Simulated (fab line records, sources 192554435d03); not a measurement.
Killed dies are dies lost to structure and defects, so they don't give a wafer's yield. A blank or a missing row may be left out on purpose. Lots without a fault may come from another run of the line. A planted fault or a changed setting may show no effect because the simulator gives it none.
Which tool did it? | flow n5_finfet | 10 lots, 29 wafers sampled, at 5 steps of a route of 1938

WHAT THE GAUGES READ, wafer by wafer
N5_BEOL_M0_SAQP_CD_MEAS_40: target cd 30 nm.
lot  | measured     | on        | cd_nm (nm)
L588 | day 5 18:55  | cd_sem-03 | 30.05 30.27 30.00
L589 | day 6 02:08  | cd_sem-01 | 29.95 29.58 29.89
L591 | day 6 08:38  | cd_sem-01 | 30.21 30.47
L594 | day 7 04:35  | cd_sem-02 | 30.10 29.90 29.93
L595 | day 7 09:50  | cd_sem-01 | 29.90 30.25 29.89
L596 | day 7 16:00  | cd_sem-03 | 30.00 29.89 30.05
L597 | day 7 21:24  | cd_sem-03 | 30.16 30.14 30.11
L598 | day 8 05:15  | cd_sem-03 | 30.14 29.84 30.12
L605 | day 9 22:49  | cd_sem-02 | 29.95 30.06 30.11
L606 | day 10 02:31 | cd_sem-02 | 29.67 29.68 29.77

N5_BEOL_M4_RC_MEAS_101.
lot  | measured     | on        | DIBL_N (mV/V)  | DIBL_P (mV/V)  | IOFF_N (nA/um) | IOFF_P (nA/um) | ION_N (uA/um) | ION_P (uA/um) | SS_N (mV/dec)  | SS_P (mV/dec)  | VT_N (mV)   | VT_P (mV)
L588 | day 8 17:50  | prober-01 | 37.7 36.6 37.5 | 37.9 37.3 37.5 | 0.21 0.18 0.19 | 0.25 0.23 0.23 | 689 679 683   | 467 465 461   | 72.5 71.9 72.7 | 74.7 74.8 73.5 | 244 248 246 | -249 -250 -251
L589 | day 8 17:21  | prober-02 | 37.6 40.3 36.1 | 37.9 40.5 35.1 | 0.16 0.23 0.15 | 0.23 0.27 0.18 | 671 691 666   | 455 471 453   | 71.6 71.8 70.9 | 73.9 75.4 73.0 | 248 243 251 | -250 -247 -253
L591 | day 9 16:39  | prober-01 | 32.0 36.2      | 31.3 37.0      | 0.11 0.19      | 0.16 0.25      | 660 694       | 462 475       | 70.6 71.7      | 72.4 73.5      | 256 246     | -253 -248
L594 | day 9 21:43  | prober-01 | 38.0 38.1 36.9 | 36.3 36.2 36.1 | 0.18 0.17 0.16 | 0.21 0.19 0.21 | 679 669 676   | 458 453 461   | 71.9 72.0 71.0 | 73.6 73.5 73.4 | 250 252 248 | -251 -255 -249
L595 | day 10 22:04 | prober-02 | 34.9 35.3 34.3 | 34.9 33.9 33.7 | 0.15 0.15 0.14 | 0.20 0.19 0.19 | 681 666 667   | 470 458 469   | 71.3 71.8 71.0 | 73.2 72.7 72.7 | 247 249 250 | -250 -248 -253
L596 | day 10 21:35 | prober-01 | 36.3 36.0 35.0 | 34.0 33.9 32.9 | 0.13 0.13 0.12 | 0.17 0.16 0.16 | 664 671 658   | 456 453 458   | 70.8 70.9 71.3 | 72.6 73.0 72.2 | 253 252 256 | -258 -255 -256
L597 | day 11 09:53 | prober-01 | 38.7 37.5 36.0 | 38.9 38.0 35.6 | 0.20 0.18 0.14 | 0.23 0.21 0.17 | 692 691 664   | 470 467 457   | 72.4 72.1 71.6 | 74.4 73.2 73.2 | 244 249 254 | -250 -252 -256
L598 | day 11 14:27 | prober-02 | 34.8 35.9 38.4 | 36.8 37.5 41.5 | 0.14 0.16 0.22 | 0.22 0.22 0.30 | 680 672 706   | 472 464 483   | 71.0 72.0 72.2 | 72.4 72.7 73.6 | 249 249 243 | -247 -249 -243
L605 | day 13 11:50 | prober-01 | 38.4 36.4 36.3 | 39.3 37.1 36.7 | 0.20 0.16 0.17 | 0.25 0.21 0.21 | 689 674 700   | 470 459 474   | 71.7 71.1 71.9 | 73.9 73.2 73.1 | 244 250 247 | -248 -251 -251
L606 | day 13 19:34 | prober-01 | 33.3 33.8 35.5 | 34.4 34.5 36.3 | 0.14 0.12 0.16 | 0.16 0.16 0.19 | 686 662 674   | 462 455 456   | 72.0 71.7 71.9 | 72.5 73.3 73.9 | 250 254 250 | -254 -253 -253

WHICH TOOL RAN EACH LOT (tool, then ch and the chambers of the sampled wafers, then the start)
lot  | N5_BEOL_M0_SAQP_ALD_48           | N5_BEOL_M0_CUTY_ETCH_63            | N5_BEOL_M0_HM_OPEN_105
L588 | ald_sin-02 ch 0,1,2, day 5 19:22 | rie_diel-01 ch 1,2,3, day 5 20:26  | rie_metal-02 ch 1, day 6 02:25
L589 | ald_sin-03 ch 0,2,3, day 6 02:32 | rie_diel-03 ch 0,1,2, day 6 04:16  | rie_metal-02 ch 0,1, day 6 06:32
L591 | ald_sin-02 ch 1,2, day 6 09:02   | rie_diel-04 ch 1, day 6 10:16      | rie_metal-02 ch 0,1, day 6 13:38
L594 | ald_sin-02 ch 1,2,3, day 7 05:02 | rie_diel-03 ch 1,2, day 7 06:07    | rie_metal-02 ch 0,1, day 7 07:53
L595 | ald_sin-03 ch 0,2,3, day 7 10:14 | rie_diel-01 ch 0,3, day 7 11:18    | rie_metal-01 ch 0,1, day 7 16:07
L596 | ald_sin-03 ch 0,3, day 7 16:25   | rie_diel-04 ch 0,1,3, day 7 17:50  | rie_metal-02 ch 0,1, day 7 18:35
L597 | ald_sin-01 ch 1,2,3, day 7 22:21 | rie_diel-03 ch 0,1, day 7 23:32    | rie_metal-01 ch 0,1, day 7 23:48
L598 | ald_sin-02 ch 0,1, day 8 06:04   | rie_diel-03 ch 0,1, day 8 07:24    | rie_metal-02 ch 0,1, day 8 10:06
L605 | ald_sin-02 ch 0,2,3, day 9 23:15 | rie_diel-01 ch 0,1, day 10 00:31   | rie_metal-03 ch 0,1, day 10 13:04
L606 | ald_sin-01 ch 0,3, day 10 03:04  | rie_diel-01 ch 0,1,3, day 10 04:59 | rie_metal-03 ch 0,1, day 10 18:05
- N5_BEOL_M0_SAQP_ALD_48: deposits SiO2, target thk 20 nm, pulse time 1 s, co reactant pulse time 1 s.
- N5_BEOL_M0_CUTY_ETCH_63: etches SOC in N2/H2, target depth 82.7 nm, overetch 16.5 nm, time 124 s.
- N5_BEOL_M0_HM_OPEN_105: chemistry Cl2/BCl3, target TiN, target depth 12 nm.

WHAT THE TOOLS THEMSELVES READ (means of the sampled wafers that have a number; where no wafer has one, the mark that the record gives instead)
N5_BEOL_M0_SAQP_ALD_48.
lot  | tool       | chamber_pressure_Torr (Torr) | heater_power_w (W) | precursor_pulse_height_rel | susceptor_temp_C (C)
L588 | ald_sin-02 | 2.001                        | 85                 | 1.013                      | 99.99
L589 | ald_sin-03 | 2.004                        | 81                 | 1.000                      | 99.99
L591 | ald_sin-02 | 2.000                        | 88                 | 0.988                      | 99.91
L594 | ald_sin-02 | 2.001                        | 82                 | 0.988                      | 100.05
L595 | ald_sin-03 | 2.005                        | 80                 | 0.990                      | 100.01
L596 | ald_sin-03 | 2.000                        | 78                 | 0.970                      | 99.97
L597 | ald_sin-01 | 1.997                        | 80                 | 0.999                      | 100.02
L598 | ald_sin-02 | 1.999                        | 73                 | 0.996                      | 100.10
L605 | ald_sin-02 | 2.001                        | 85                 | 0.992                      | 100.12
L606 | ald_sin-01 | 2.004                        | 75                 | 1.006                      | 99.95

N5_BEOL_M0_CUTY_ETCH_63.
lot  | tool        | drypump_motor_current_A (A) | oes_product_au (a.u.) | rf_fwd_power_W (W) | rf_vpp_V (V) | showerhead_plenum_p_Torr (Torr) | throttle_valve_pct (%)
L588 | rie_diel-01 | 5.4                         | 0.65                  | 839.1              | 524.5        | 2.54                            | 17.78
L589 | rie_diel-03 | 5.4                         | 0.67                  | 834.1              | 523.5        | 2.54                            | 17.67
L591 | rie_diel-04 | 6.5                         | 0.73                  | 842.7              | 522.8        | 2.48                            | 18.05
L594 | rie_diel-03 | 5.5                         | 0.66                  | 836.6              | 523.0        | 2.54                            | 17.76
L595 | rie_diel-01 | 5.3                         | 0.76                  | 839.1              | 523.0        | 2.52                            | 17.58
L596 | rie_diel-04 | 5.8                         | 0.69                  | 838.4              | 524.4        | 2.56                            | 17.95
L597 | rie_diel-03 | 5.3                         | 0.70                  | 838.9              | 525.6        | 2.61                            | 17.48
L598 | rie_diel-03 | 5.3                         | 0.67                  | 835.4              | 524.0        | 2.53                            | 17.64
L605 | rie_diel-01 | 5.3                         | 0.73                  | 1040.0             | 488.5        | 2.57                            | 17.62
L606 | rie_diel-01 | 5.3                         | 0.72                  | 1040.6             | 488.2        | 2.55                            | 17.60

N5_BEOL_M0_HM_OPEN_105.
lot  | tool         | bcl3_flow_sccm (sccm) | drypump_motor_current_A (A) | oes_product_au (a.u.) | throttle_valve_pct (%)
L588 | rie_metal-02 | 21.72                 | 5.5                         | 0.76                  | 21.64
L589 | rie_metal-02 | 21.70                 | 5.7                         | 0.69                  | 21.74
L591 | rie_metal-02 | 21.70                 | 5.6                         | 0.72                  | 21.70
L594 | rie_metal-02 | 21.80                 | 5.7                         | 0.69                  | 21.74
L595 | rie_metal-01 | 21.65                 | 5.1                         | 0.70                  | 21.71
L596 | rie_metal-02 | 21.70                 | 5.6                         | 0.72                  | 21.70
L597 | rie_metal-01 | 21.68                 | 5.1                         | 0.70                  | 21.71
L598 | rie_metal-02 | 21.75                 | 5.6                         | 0.72                  | 21.68
L605 | rie_metal-03 | 21.81                 | 5.7                         | 0.66                  | 22.05
L606 | rie_metal-03 | 21.75                 | 5.8                         | 0.66                  | 22.06

THE ANSWER, worked out from the rows above alone
Rule: what is usual is taken from the lots themselves. Put in order of their means at a reading, lots are off if they are a third of the lots or fewer, leave a main group of 4 or more, and stand apart from it by a gap of 3 or more times the standard deviation of the main group's means; of several such gaps the widest counts. A main group whose means are all the same, to the digits that the tables above print for the reading, isn't used. A lot without any number at a reading at which 4 lots or more have one is off too. The other lots that the step has rows for count as sound. The gauges are gone through in route order, then the tools' own readings, and for those a lot's mean is taken as printed above. The first step at which some lot is off is used, and at that step the reading that is off furthest; a lot without a number counts as furthest.
Off: L605, L606, at N5_BEOL_M0_CUTY_ETCH_63 (rf_fwd_power_W). The main group: mean 838.0 W, standard deviation 2.5.
A tool fits if, at that step or a process step before it, it ran every lot that is off, and no sound lot after the first of them. One fits: rie_diel-01 at N5_BEOL_M0_CUTY_ETCH_63. Its last sound lot is L595 (day 7 11:18), its first lot that is off L605 (day 10 00:31): a fault that began between those two fits.
The tool's own readings at N5_BEOL_M0_CUTY_ETCH_63 bear it out: on the lots that are off they differ by more than 5 times the standard deviation of the sound lots' means. rf_fwd_power_W reads 1040.3 W there against 838.0 W on the sound lots; rf_vpp_V reads 488.4 V there against 523.9 V on the sound lots.

WHAT THE SIMULATOR HAD PUT IN
Process parameter drift: rie_diel-01, from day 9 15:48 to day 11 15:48, at N5_BEOL_M0_CUTY_ETCH_63. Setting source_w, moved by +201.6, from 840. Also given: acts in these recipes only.
Lots struck among those shown: L605, L606. The rule above found the same.
